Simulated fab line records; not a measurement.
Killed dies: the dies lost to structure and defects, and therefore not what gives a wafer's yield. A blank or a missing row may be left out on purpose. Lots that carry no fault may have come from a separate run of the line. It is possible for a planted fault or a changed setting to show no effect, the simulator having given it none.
Chamber matching / flow nand harc / NHARC_P_GATE_DESCUM_61 on rie diel-11 has 4 sister chambers
The step chemistry O2, time 3 s. 18 wafers are shown with their chamber, then 9 later ones without.

WAFERS PAIRED WITH THEIR CHAMBERS
wafer=L080.2; chamber=0; showerhead plenum p Torr (Torr)=1.86; drypump motor current A (A)=6.1; oes product au (a.u.)=0.996
wafer=L080.3; chamber=1; showerhead plenum p Torr (Torr)=1.90; drypump motor current A (A)=6.0; oes product au (a.u.)=0.989
wafer=L080.4; chamber=2; showerhead plenum p Torr (Torr)=1.91; drypump motor current A (A)=5.9; oes product au (a.u.)=0.980
wafer=L081.2; chamber=2; showerhead plenum p Torr (Torr)=1.91; drypump motor current A (A)=5.8; oes product au (a.u.)=0.984
wafer=L081.3; chamber=3; showerhead plenum p Torr (Torr)=2.03; drypump motor current A (A)=5.4; oes product au (a.u.)=1.007
wafer=L081.4; chamber=0; showerhead plenum p Torr (Torr)=1.86; drypump motor current A (A)=6.1; oes product au (a.u.)=1.003
wafer=L082.3; chamber=3; showerhead plenum p Torr (Torr)=2.03; drypump motor current A (A)=5.3; oes product au (a.u.)=1.003
wafer=L082.5; chamber=1; showerhead plenum p Torr (Torr)=1.89; drypump motor current A (A)=6.0; oes product au (a.u.)=1.000
wafer=L082.6; chamber=2; showerhead plenum p Torr (Torr)=1.91; drypump motor current A (A)=5.8; oes product au (a.u.)=0.988
wafer=L083.1; chamber=1; showerhead plenum p Torr (Torr)=1.89; drypump motor current A (A)=6.0; oes product au (a.u.)=0.992
wafer=L083.2; chamber=2; showerhead plenum p Torr (Torr)=1.91; drypump motor current A (A)=5.8; oes product au (a.u.)=0.998
wafer=L083.4; chamber=3; showerhead plenum p Torr (Torr)=2.03; drypump motor current A (A)=5.4; oes product au (a.u.)=0.995
wafer=L086.1; chamber=0; showerhead plenum p Torr (Torr)=1.86; drypump motor current A (A)=6.1; oes product au (a.u.)=0.989
wafer=L086.2; chamber=3; showerhead plenum p Torr (Torr)=2.03; drypump motor current A (A)=5.4; oes product au (a.u.)=0.994
wafer=L086.6; chamber=3; showerhead plenum p Torr (Torr)=2.03; drypump motor current A (A)=5.3; oes product au (a.u.)=0.996
wafer=L088.3; chamber=0; showerhead plenum p Torr (Torr)=1.85; drypump motor current A (A)=6.1; oes product au (a.u.)=0.988
wafer=L088.4; chamber=3; showerhead plenum p Torr (Torr)=2.03; drypump motor current A (A)=5.3; oes product au (a.u.)=1.000
wafer=L088.6; chamber=3; showerhead plenum p Torr (Torr)=2.03; drypump motor current A (A)=5.4; oes product au (a.u.)=0.994

SIGNATURES (averages over the wafers above)
reading=showerhead plenum p Torr; chamber 0=1.8575; chamber 1=1.8933; chamber 2=1.9100; chamber 3=2.0300; scatter within a chamber=0.00318
reading=drypump motor current A; chamber 0=6.100; chamber 1=6.000; chamber 2=5.825; chamber 3=5.357; scatter within a chamber=0.042
reading=oes product au; chamber 0=0.99400; chamber 1=0.99367; chamber 2=0.98750; chamber 3=0.99843; scatter within a chamber=0.00623
Rule: for each reading, subtract the chamber's mean from the wafer's reading, divide by that reading's scatter and square the result; add these up over the readings and take the root, which gives the wafer's distance from the chamber. The wafer belongs to the nearest chamber; if the next one is less than 2 further off, it can't be placed. How the scatter is found: for the shown wafers, subtract from each reading the mean of its chamber, square and add these, divide the total by (wafers less chambers), then take the root.

WAFERS MISSING THEIR CHAMBER
wafer=L087.1; showerhead plenum p Torr (Torr)=1.89; drypump motor current A (A)=6.1; oes product au (a.u.)=0.994
wafer=L087.2; showerhead plenum p Torr (Torr)=1.91; drypump motor current A (A)=5.8; oes product au (a.u.)=0.983
wafer=L087.6; showerhead plenum p Torr (Torr)=1.91; drypump motor current A (A)=5.8; oes product au (a.u.)=0.979
wafer=L090.2; showerhead plenum p Torr (Torr)=2.03; drypump motor current A (A)=5.4; oes product au (a.u.)=1.001
wafer=L090.5; showerhead plenum p Torr (Torr)=2.03; drypump motor current A (A)=5.4; oes product au (a.u.)=1.003
wafer=L090.6; showerhead plenum p Torr (Torr)=1.91; drypump motor current A (A)=5.8; oes product au (a.u.)=1.001
wafer=L096.3; showerhead plenum p Torr (Torr)=1.91; drypump motor current A (A)=5.8; oes product au (a.u.)=0.997
wafer=L096.5; showerhead plenum p Torr (Torr)=2.03; drypump motor current A (A)=5.3; oes product au (a.u.)=0.986
wafer=L096.6; showerhead plenum p Torr (Torr)=1.91; drypump motor current A (A)=5.8; oes product au (a.u.)=0.992

WHICH CHAMBER EACH ONE RAN IN
wafer=L087.1; from the rows above=1; in truth=1
wafer=L087.2; from the rows above=2; in truth=2
wafer=L087.6; from the rows above=2; in truth=2
wafer=L090.2; from the rows above=3; in truth=3
wafer=L090.5; from the rows above=3; in truth=3
wafer=L090.6; from the rows above=2; in truth=2
wafer=L096.3; from the rows above=2; in truth=2
wafer=L096.5; from the rows above=3; in truth=3
wafer=L096.6; from the rows above=2; in truth=2
9 of 9 placed correctly. Left unplaced by these rows: 0. 0 placed wrongly.
